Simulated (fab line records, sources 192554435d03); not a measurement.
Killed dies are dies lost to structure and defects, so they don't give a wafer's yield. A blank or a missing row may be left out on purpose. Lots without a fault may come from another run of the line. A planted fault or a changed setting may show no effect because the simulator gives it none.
fab line records | flow n5_finfet | part 1 of 2: steps 1 to 18 of 29
record lots=5 wafers=15 last_day=19
route steps=1938 shown SDB@361 DUMMY_REMOVAL@377 HKMG_FIN@385
lots that met no fault: from a run of the same line without faults
start_h: hours from the record's first day to the start of the lot's first wafer shown | wait_h: hours since the lot's step before | " the same as in the row above | L1.1+2: a row that stands for several wafers | - no value, or no start given | * or withheld: withheld | < > ~ a bound
route shown NAME@n: a module of which the file shows steps, and the number in the route of the first | usual: mean/standard deviation of fault-free wafers | same: alike in all rows | chamber/n: place in a boat | sites: the reading at each site | _std_site: their standard deviation | _edge_site: outer sites' mean less inner sites' | radius_mm: how far each site lies from the wafer's centre | mask NAME#n: copy n | behind: the tool/chamber that last shaped the wafer | hold: why the lot was held/for how many hours/how that ended | device: the transistor (n, p or np) that didn't switch | end of line: the same wafers' tests at the end of the route | a step without rows: its recipe alone | killed: dies lost to structure and defects at the first sort, not the wafer's yield | map: a wafer's dies, x killed, . not, _ none there
set.NAME: the setting as run; set.NAME@STEP: as run at that earlier step | model.NAME: the simulator's own value behind a step, which no gauge read
lots at some steps of the route; a table a step, a row a wafer
services: from which hour (start_h, from the record's first day; less than 0 if before it) a tool's chamber was out of use, for how many hours, and why
## steps
# step N5_SDB_ETCH_18
# recipe chemistry=N2/H2 target=SOC target_depth_a=1000 overetch_a=200 mask_material=SiARC temp_c=40 time_s=150 ion_energy_ev=200 pressure_mtorr=30 source_w=840 bias_w=150 n2_flow_sccm=200 h2_flow_sccm=200
# usual drypump_motor_current_A=5.8/0.43 oes_product_au=0.71/0.054 rf_vpp_V=524.9/2 showerhead_plenum_p_Torr=2.58/0.072 throttle_valve_pct=17.85/0.25
# columns lot.wafer tool chamber start_h wait_h drypump_motor_current_A oes_product_au rf_hours_counter_h rf_vpp_V showerhead_plenum_p_Torr throttle_valve_pct
L079.1 rie_diel-06 1 98.38 0.0 5.7 0.78 45 524.8 2.58 17.79
L079.2 " 3 " " 5.9 0.69 120 524.9 2.55 17.74
L079.4 " 0 " " 6.0 0.68 161 524.0 2.53 18.04
L080.1 rie_diel-06 2 101.37 0.0 5.1 0.67 153 526.7 2.65 17.75
L080.2 " 0 " " 5.9 0.68 163 524.9 2.53 18.04
L080.4 " 3 " " 5.9 0.69 121 523.9 2.55 17.73
L084.3 rie_diel-06 0 125.23 0.0 6.0 0.67 170 524.5 2.53 18.04
L084.5 " 2 " " 5.0 0.67 - 526.1 2.65 17.77
L084.6 " 1 " " 5.7 0.77 - 526.3 2.58 17.81
L096.4 rie_diel-01 3 231.81 0.0 5.6 0.68 146 523.2 2.54 17.97
L096.5 " 3 " " 5.6 0.68 - 520.9 2.54 17.98
L096.6 " 2 " " 6.3 0.74 - 521.8 2.47 17.91
L095.3 rie_diel-06 2 233.24 0.0 5.1 0.65 183 526.9 2.64 17.80
L095.5 " 3 " " 5.9 0.67 - 524.0 2.53 17.78
L095.6 " 0 " " 6.0 0.66 - 523.4 2.52 18.11
# step N5_SDB_STRIP_19
# recipe chemistry=N2/H2 temp_c=40 n2_flow_sccm=200 h2_flow_sccm=200 rf_frequency_hz=6e+07
# columns lot.wafer tool chamber start_h wait_h
L079.1+2+4 rie_diel-06 1,3,0 98.51 0.1
L080.1+2+4 rie_diel-06 2,0,3 101.50 0.1
L084.3+5+6 rie_diel-06 0,2,1 125.36 0.1
L096.4+5+6 rie_diel-01 3,3,2 231.94 0.1
L095.3+5+6 rie_diel-06 2,3,0 233.37 0.1
# step N5_SDB_STRIP_21
# recipe chemistry=CF4 resist=SiARC power_w=300 bias_power_w=75 pressure_mtorr=50 cf4_flow_sccm=150 rf_frequency_hz=6e+07
# usual drypump_motor_current_A=5.8/0.43 oes_product_au=0.78/0.059 rf_vpp_V=271.7/1.3 showerhead_plenum_p_Torr=1.82/0.047 throttle_valve_pct=13.60/0.22
# columns lot.wafer tool chamber start_h wait_h drypump_motor_current_A oes_product_au rf_hours_counter_h rf_vpp_V showerhead_plenum_p_Torr throttle_valve_pct
L079.1 rie_diel-06 1 98.52 0.0 5.7 0.86 45 270.9 1.82 13.52
L079.2 " 3 " " 5.9 0.77 120 270.3 1.80 13.47
L079.4 " 0 " " 6.0 0.75 162 271.8 1.79 13.79
L080.1 rie_diel-06 2 101.51 0.0 5.1 0.74 153 271.6 1.87 13.50
L080.2 " 0 " " 5.9 0.74 163 272.0 1.79 13.77
L080.4 " 3 " " 5.9 0.76 121 272.2 1.80 13.47
L084.3 rie_diel-06 0 125.37 0.0 5.9 0.74 171 270.1 1.79 13.81
L084.5 " 2 " " 5.0 0.73 - 273.0 1.87 13.51
L084.6 " 1 " " 5.7 0.85 - 271.0 1.82 13.56
L096.4 rie_diel-01 3 231.95 0.0 5.5 0.75 146 271.5 1.79 13.72
L096.5 " 3 " " 5.6 0.76 - 270.9 1.79 13.73
L096.6 " 2 " " 6.2 0.82 - 269.9 1.75 13.65
L095.3 rie_diel-06 2 233.38 0.0 5.1 0.72 183 272.7 1.87 13.56
L095.5 " 3 " " 5.9 0.74 - 271.1 1.79 13.53
L095.6 " 0 " " 6.0 0.72 - 270.0 1.78 13.86
# step N5_SDB_HM_OPEN_20
# recipe chemistry=CH3F/O2 target=SiNx mask_material=SOC target_depth_a=240 stop_on=poly-Si over_etch_frac=0.4 ion_energy_ev=120 pressure_mtorr=30 source_w=395 bias_w=73 Ar_flow_sccm=150 CH3F_flow_sccm=30 O2_flow_sccm=20
# usual drypump_motor_current_A=5.8/0.43 oes_o_777_au=0.79/0.059 oes_product_au=0.65/0.05 rf_vpp_V=298/4.2 showerhead_plenum_p_Torr=2.03/0.055 throttle_valve_pct=16.35/0.22
# columns lot.wafer tool chamber start_h wait_h drypump_motor_current_A oes_o_777_au oes_product_au rf_hours_counter_h rf_vpp_V showerhead_plenum_p_Torr throttle_valve_pct
L079.1 rie_diel-06 1 98.54 0.0 5.7 0.87 0.70 45 303 2.03 16.29
L079.2 " 3 " " 5.9 0.79 0.62 120 297 2.01 16.27
L079.4 " 0 " " 5.9 0.76 0.62 162 291 1.99 16.49
L080.1 rie_diel-06 2 101.53 0.0 5.1 0.76 0.60 153 300 2.09 16.20
L080.2 " 0 " " 6.0 0.76 0.62 163 290 1.99 16.47
L080.4 " 3 " " 5.9 0.79 0.63 121 296 2.01 16.27
L084.3 rie_diel-06 0 125.39 0.0 5.9 0.75 0.61 171 292 1.99 16.49
L084.5 " 2 " " 5.1 0.76 0.61 - 300 2.08 16.22
L084.6 " 1 " " 5.7 0.86 0.70 - 303 2.03 16.32
L096.4 rie_diel-01 3 231.97 0.0 5.6 0.76 0.65 146 300 2.01 16.51
L096.5 " 3 " " 5.6 0.77 0.63 - 298 2.01 16.52
L096.6 " 2 " " 6.2 0.83 0.70 - 296 1.95 16.45
L095.3 rie_diel-06 2 233.40 0.0 5.1 0.74 0.59 183 301 2.08 16.24
L095.5 " 3 " " 5.9 0.75 0.63 - 295 2.00 16.31
L095.6 " 0 " " 5.9 0.74 0.60 - 292 1.98 16.55
# step N5_SDB_STRIP_22
# recipe chemistry=N2/H2 power_w=1000 temp_c=250 h2_frac=0.65 overash_fraction=0.3 pressure_mtorr=withheld n2_flow_sccm=1750 h2_flow_sccm=3250
# usual drypump_motor_current_A=5.94/0.19 heater_power_w=342/35 oes_product_au=0.714/0.0047 strip_time_to_endpoint_s=96.1/0.35
# same overash_fraction=0.3
# columns lot.wafer tool chamber start_h wait_h drypump_motor_current_A heater_power_w oes_product_au rf_hours_counter_h strip_time_to_endpoint_s
L079.1 plasma_asher-01 1 98.62 0.1 6.21 322 0.718 93 95.9
L079.2 " 0 " " 5.84 313 0.708 93 96.1
L079.4 " 0 " " 5.88 311 0.716 - 96.5
L080.1 plasma_asher-01 0 101.61 0.1 5.83 307 0.706 93 95.4
L080.2 " 1 " " 6.25 329 0.717 93 95.7
L080.4 " 0 " " 5.80 314 0.715 - 95.5
L084.3 plasma_asher-01 0 125.51 0.1 5.81 309 0.708 - 96.5
L084.5 " 0 " " 5.86 308 0.707 - 96.4
L084.6 " 1 " " 6.22 311 0.716 - 96.2
L096.4 plasma_asher-02 1 232.09 0.1 5.71 402 0.711 - 95.6
L096.5 " 0 " " 5.89 337 0.712 - 95.2
L096.6 " 1 " " 5.73 405 0.716 - 95.0
L095.3 plasma_asher-01 0 233.52 0.1 5.81 313 0.719 - 96.4
L095.5 " 1 " " 6.27 318 0.712 - 96.1
L095.6 " 0 " " 5.80 314 0.715 - 96.5
# step N5_SDB_PRECLEAN_23
# recipe chemistry=dHF time_s=30 temp_c=25 dilution=withheld
# columns lot.wafer tool chamber start_h wait_h
L079.1+2+4 wet_bench-04 3,4,2 98.78 0.1
L080.1+2+4 wet_bench-02 3,7,2 101.76 0.1
L084.3+5+6 wet_bench-04 0,2,1 125.62 0.1
L096.4+5+6 wet_bench-04 7,5,6 232.20 0.1
L095.3+5+6 wet_bench-05 7,4,6 233.63 0.1
# step N5_SDB_DUMMY_REMOVE_24
# recipe chemistry=TMAH temp_c=70 target=poly-Si stop_on=SiO2 target_depth_nm=142 conc_wt_pct=5 time_s=57 dry=ipa_marangoni rinse_time_s=30 rinse_temp_c=23
# columns lot.wafer tool chamber start_h wait_h
L079.1+2+4 wet_bench-04 3,4,2 98.79 0.0
L080.1+2+4 wet_bench-02 3,7,2 101.77 0.0
L084.3+5+6 wet_bench-04 0,2,1 125.63 0.0
L096.4+5+6 wet_bench-04 7,5,6 232.21 0.0
L095.3+5+6 wet_bench-05 7,4,6 233.64 0.0
# step N5_SDB_ETCH_25
# recipe chemistry=C4F6/O2 target=SiO2 target_depth_a=100 time_s=3.3 ion_energy_ev=250 mask_material=SiNx pressure_mtorr=30 source_w=345 bias_w=185 Ar_flow_sccm=300 C4F6_flow_sccm=10 O2_flow_sccm=10
# usual drypump_motor_current_A=5.7/0.43 oes_o_777_au=0.79/0.054 oes_product_au=0.79/0.062 rf_vpp_V=668/9.2 showerhead_plenum_p_Torr=2.89/0.071 throttle_valve_pct=21.17/0.24
# columns lot.wafer tool chamber start_h wait_h drypump_motor_current_A oes_o_777_au oes_product_au rf_hours_counter_h rf_vpp_V showerhead_plenum_p_Torr throttle_valve_pct
L079.1 rie_diel-06 1 98.85 0.0 5.8 0.86 0.88 45 680 2.89 21.20
L079.2 " 3 " " 5.9 0.78 0.78 120 662 2.86 21.13
L079.4 " 0 " " 6.0 0.76 0.75 162 654 2.83 21.28
L080.1 rie_diel-06 3 102.34 0.5 5.9 0.78 0.77 122 663 2.86 21.11
L080.2 " 2 " " 5.1 0.76 0.75 153 673 2.96 21.02
L080.4 " 1 " " 5.7 0.86 0.86 47 679 2.89 21.19
L084.3 rie_diel-04 2 125.69 0.0 5.4 0.73 0.71 182 672 2.93 21.59
L084.5 " 1 " " 5.3 0.82 0.83 - 658 2.87 20.78
L084.6 " 2 " " 5.4 0.74 0.72 - 674 2.93 21.60
L096.4 rie_diel-06 3 232.27 0.0 5.9 0.76 0.75 152 661 2.85 21.15
L096.5 " 2 " " 5.1 0.75 0.73 - 673 2.95 21.07
L096.6 " 1 " " 5.7 0.83 0.83 - 680 2.88 21.22
L095.3 rie_diel-06 1 233.70 0.0 5.7 0.82 0.83 75 679 2.88 21.21
L095.5 " 1 " " 5.7 0.83 0.83 - 679 2.88 21.23
L095.6 " 0 " " 6.0 0.73 0.73 - 651 2.81 21.34
# step N5_SDB_CUT_ETCH_26
# recipe chemistry=HBr/Cl2/O2 target=Si target_depth_a=1296 bt_time_s=20 mask_material=SiNx time_s=51.8 ion_energy_ev=* bias_w=* pressure_mtorr=10 icp_w=800 HBr_flow_sccm=150 Cl2_flow_sccm=80 O2_flow_sccm=12
# usual drypump_motor_current_A=6.0/0.54 he_backside_leak_sccm=2.7/0.35 oes_o_777_au=0.997/0.02 oes_product_au=1.006/0.013 throttle_valve_pct=37.28/0.28
# columns lot.wafer tool chamber start_h wait_h drypump_motor_current_A he_backside_leak_sccm oes_o_777_au oes_product_au rf_hours_counter_h throttle_valve_pct
L079.1 rie_si-02 2 98.93 0.1 5.4 2.3 1.023 1.002 22 37.21
L079.2 " 3 " " 5.5 2.7 0.976 1.001 91 37.26
L079.4 " 1 " " 6.1 2.7 0.994 1.017 12 37.26
L080.1 rie_si-04 0 102.43 0.1 5.8 2.5 0.996 1.009 101 36.77
L080.2 " 3 " " 6.1 3.2 1.036 1.004 133 36.77
L080.4 " 1 " " 6.1 2.9 0.951 0.983 75 37.13
L084.3 rie_si-01 2 125.77 0.1 5.5 2.7 1.017 1.031 20 37.53
L084.5 " 1 " " 6.8 3.1 0.981 0.987 - 37.42
L084.6 " 0 " " 5.7 2.8 0.996 1.015 - 37.71
L096.4 rie_si-01 0 232.35 0.1 5.7 2.9 1.004 1.010 132 37.70
L096.5 " 0 " " 5.7 3.0 1.003 1.013 - 37.70
L096.6 " 3 " " 6.8 3.0 0.990 1.009 - 37.34
L095.3 rie_si-01 0 233.78 0.1 5.7 2.8 1.005 1.016 132 37.72
L095.5 " 2 " " 5.5 2.8 1.013 1.025 - 37.54
L095.6 " 3 " " 6.7 2.8 0.993 1.006 - 37.33
# step N5_SDB_PRECLEAN_38
# recipe chemistry=dHF time_s=10 dilution=750:1 temp_c=25
# columns lot.wafer tool chamber start_h wait_h
L079.1+2+4 wet_bench-05 0,7,5 99.05 0.1
L080.1+2+4 wet_bench-05 6,0,2 102.55 0.1
L084.3+5+6 wet_bench-05 7,6,0 125.89 0.1
L096.4+5+6 wet_bench-02 6,3,2 232.47 0.1
L095.3+5+6 wet_bench-02 6,4,3 233.90 0.1
# step N5_SDB_PRECLEAN_39
# recipe chemistry=O3/DIW time_s=45 temp_c=22 o3_ppm=10
# columns lot.wafer tool chamber start_h wait_h
L079.1+2+4 wet_bench-05 0,7,5 99.06 0.0
L080.1+2+4 wet_bench-05 6,0,2 102.55 0.0
L084.3+5+6 wet_bench-05 7,6,0 125.90 0.0
L096.4+5+6 wet_bench-02 6,3,2 232.47 0.0
L095.3+5+6 wet_bench-02 6,4,3 233.91 0.0
# step N5_SDB_SRD_28
# recipe dry=ipa_marangoni time_s=30 temp_c=23 rinse_liquid=diw
# columns lot.wafer tool chamber start_h wait_h
L079.1+2+4 wet_bench-05 0,7,5 99.07 0.0
L080.1+2+4 wet_bench-05 6,0,2 102.56 0.0
L084.3+5+6 wet_bench-05 7,6,0 125.91 0.0
L096.4+5+6 wet_bench-02 6,3,2 232.49 0.0
L095.3+5+6 wet_bench-02 6,4,3 233.92 0.0
# step N5_SDB_ALD_29
# recipe material=SiNx target_thk_a=300 temp_c=400 ald_precursor_family=SiH2I2 ald_co_reactant=N2/H2-plasma pulse_time_s=1 ald_cycles=600 purge_time_s=2 co_reactant_purge_time_s=2 pressure_torr=2
# usual heater_power_w=853/88 precursor_pulse_height_rel=0.999/0.019
# columns lot.wafer tool chamber start_h wait_h heater_power_w precursor_pulse_height_rel
L079.1 ald_sin-04 2 99.14 0.1 931 0.991
L079.2 " 0 " " 729 0.995
L079.4 " 1 " " 858 0.985
L080.1 ald_sin-02 3 102.61 0.0 834 0.969
L080.2 " 2 " " 753 1.003
L080.4 " 1 " " 845 1.003
L084.3 ald_sin-01 2 125.96 0.0 933 0.983
L084.5 " 3 127.31 1.4 779 1.001
L084.6 " 0 " " 986 0.980
L096.4 ald_sin-02 2 233.48 1.0 713 1.016
L096.5 " 1 234.83 2.3 833 0.996
L096.6 " 0 " " 770 0.981
L095.3 ald_sin-04 2 233.97 0.0 988 1.009
L095.5 " 3 235.32 1.4 955 1.007
L095.6 " 0 " " 722 0.985
# step N5_SDB_CMP_30
# recipe stop_on=poly-Si t_overpolish_s=1.54 post_cmp_clean=alkaline_brush down_force_psi=4.1491 platen_rpm=51.796 pad_velocity_m_s=1.0306 target_thk_nm=30
# usual motor_current_A=12.3/0.78 overpolish_run_s=1.540/0.0097 pad_life_wafers=993/660 time_to_endpoint_s=18.2/2.3
# columns lot.wafer tool chamber start_h wait_h motor_current_A overpolish_run_s pad_life_wafers time_to_endpoint_s
L079.2 cmp-01 1 101.87 1.4 13.0 1.530 954 14.0
L079.4 " 2 " " 12.6 1.547 955 17.6
L079.1 " 3 " " 10.8 1.535 956 16.8
L080.2 cmp-02 0 105.34 1.4 12.1 1.560 258 18.6
L080.4 " 1 " " 12.3 1.550 259 17.9
L080.1 " 2 " " 11.7 1.542 260 16.6
L084.3 cmp-04 1 128.77 1.5 13.3 1.531 1982 17.3
L084.6 " 3 " " 13.4 1.536 - 14.5
L084.5 " 0 " " 12.3 1.535 - 18.5
L096.4 cmp-02 1 236.32 1.5 11.8 1.549 1137 17.3
L096.5 " 2 " " 12.1 1.523 - 19.8
L096.6 " 3 " " 11.8 1.555 - 19.8
L095.3 cmp-04 0 236.74 1.4 11.6 1.546 439 19.2
L095.5 " 3 " " 13.4 1.539 - 21.4
L095.6 " 0 " " 12.0 1.547 - 22.3
# step N5_SDB_THK_MEAS_31
# recipe reads=a-Si_of_DUMMY_GATE_CVD_03
# usual SDB_THK=64.3/1.1
# columns lot.wafer tool chamber start_h wait_h SDB_THK[nm]
L079.1 film_metro-01 - 102.17 - 64.4
L079.2 " - " " 64.1
L079.4 " - " " 65.0
L080.1 film_metro-02 - 105.64 - 64.4
L080.2 " - " " 63.6
L080.4 " - " " 63.4
L084.3 film_metro-01 - 128.99 - 67.0
L084.5 " - " " 66.5
L084.6 " - " " 65.7
L096.4 film_metro-02 - 236.51 - 65.2
L096.5 " - " " 64.3
L096.6 " - " " 65.0
L095.3 film_metro-01 - 237.00 - 64.5
L095.5 " - " " 64.9
L095.6 " - " " 65.7
# step N5_SDB_INSPECT_36
# recipe inspect_instrument=darkfield mode=post_cmp
# usual raw_defect_count=35/14
# columns lot.wafer tool chamber start_h wait_h raw_defect_count
L079.1 defect_inspect-01 - 102.19 0.0 16
L079.2 " - " " 18
L079.4 " - " " 32
L080.1 defect_inspect-01 - 105.67 0.0 29
L080.2 " - " " 25
L080.4 " - " " 35
L084.3 defect_inspect-01 - 129.01 0.0 21
L084.5 " - " " 59
L084.6 " - " " 23
L096.4 defect_inspect-02 - 236.53 0.0 29
L096.5 " - " " 27
L096.6 " - " " 33
L095.3 defect_inspect-02 - 237.02 0.0 35
L095.5 " - " " 21
L095.6 " - " " 30
# step N5_DUMMY_REMOVAL_HM_STRIP_01
# recipe chemistry=CH3F/O2 material=SiNx target_depth_a=40 stop_on=poly-Si time_s=6.8 over_etch_frac=0.3 ion_energy_ev=60 power_w=410 bias_w=29 Ar_flow_sccm=150 CH3F_flow_sccm=30 O2_flow_sccm=20
# usual drypump_motor_current_A=5.7/0.3 oes_product_au=0.62/0.058 rf_vpp_V=127.4/1 showerhead_plenum_p_Torr=2.00/0.07 throttle_valve_pct=16.43/0.18
# columns lot.wafer tool chamber start_h wait_h drypump_motor_current_A oes_product_au rf_hours_counter_h rf_vpp_V showerhead_plenum_p_Torr throttle_valve_pct
L079.1 rie_diel-02 3 102.47 0.3 5.9 0.61 156 127.8 1.92 16.25
L079.2 " 1 " " 5.6 0.63 140 127.7 1.92 16.50
L079.4 " 2 " " 6.1 0.72 40 127.5 1.96 16.28
L080.1 rie_diel-05 0 105.70 0.0 5.8 0.58 196 127.5 1.99 16.18
L080.2 " 1 " " 5.3 0.75 22 126.6 2.05 16.02
L080.4 " 0 " " 5.8 0.58 - 126.9 1.99 16.19
L084.3 rie_diel-03 0 129.04 0.0 5.9 0.68 77 128.9 2.10 16.28
L084.5 " 0 " " 5.9 0.67 - 127.7 2.10 16.28
L084.6 " 3 " " 5.5 0.59 - 129.3 2.09 16.48
L096.4 rie_diel-03 0 236.56 0.0 5.9 0.65 105 128.6 2.09 16.35
L096.5 " 0 " " 5.9 0.65 - 128.1 2.09 16.35
L096.6 " 3 " " 5.5 0.58 - 127.2 2.08 16.52
L095.3 rie_diel-03 0 237.06 0.0 5.9 0.65 105 129.2 2.09 16.33
L095.5 " 1 " " 5.7 0.58 - 128.5 1.99 16.72
L095.6 " 2 " " 5.6 0.56 - 127.1 1.91 16.53
# step N5_DUMMY_REMOVAL_STRIP_10
# recipe chemistry=N2/H2 time_s=40 power_w=100 temp_c=40 pressure_mtorr=100 rf_frequency_hz=6e+07 bias_power_w=3 n2_flow_sccm=300 h2_flow_sccm=300
# usual drypump_motor_current_A=5.75/0.3 oes_product_au=0.77/0.075 rf_vpp_V=45.3/0.99 showerhead_plenum_p_Torr=3.37/0.12 throttle_valve_pct=12.34/0.19
# columns lot.wafer tool chamber start_h wait_h drypump_motor_current_A oes_product_au rf_hours_counter_h rf_vpp_V showerhead_plenum_p_Torr throttle_valve_pct
L079.1 rie_diel-02 3 102.51 0.0 5.90 0.74 156 43.3 3.25 12.24
L079.2 " 1 " " 5.61 0.76 140 47.2 3.25 12.40
L079.4 " 2 " " 6.05 0.89 40 46.2 3.30 12.09
L080.1 rie_diel-05 0 105.74 0.0 5.83 0.70 196 46.4 3.34 12.16
L080.2 " 1 " " 5.35 0.93 22 45.0 3.45 11.85
L080.4 " 0 " " 5.85 0.70 - 45.5 3.34 12.19
L084.3 rie_diel-03 0 129.08 0.0 5.99 0.83 77 45.0 3.56 12.25
L084.5 " 0 " " 5.98 0.83 - 46.5 3.56 12.25
L084.6 " 3 " " 5.55 0.73 - 45.2 3.51 12.31
L096.4 rie_diel-03 0 236.60 0.0 5.89 0.79 105 45.6 3.54 12.32
L096.5 " 0 " " 5.92 0.80 - 46.5 3.54 12.31
L096.6 " 3 " " 5.52 0.71 - 45.2 3.49 12.42
L095.3 rie_diel-03 0 237.09 0.0 5.90 0.80 105 45.7 3.54 12.32
L095.5 " 1 " " 5.73 0.72 - 46.7 3.35 12.68
L095.6 " 2 " " 5.69 0.69 - 43.9 3.22 12.42
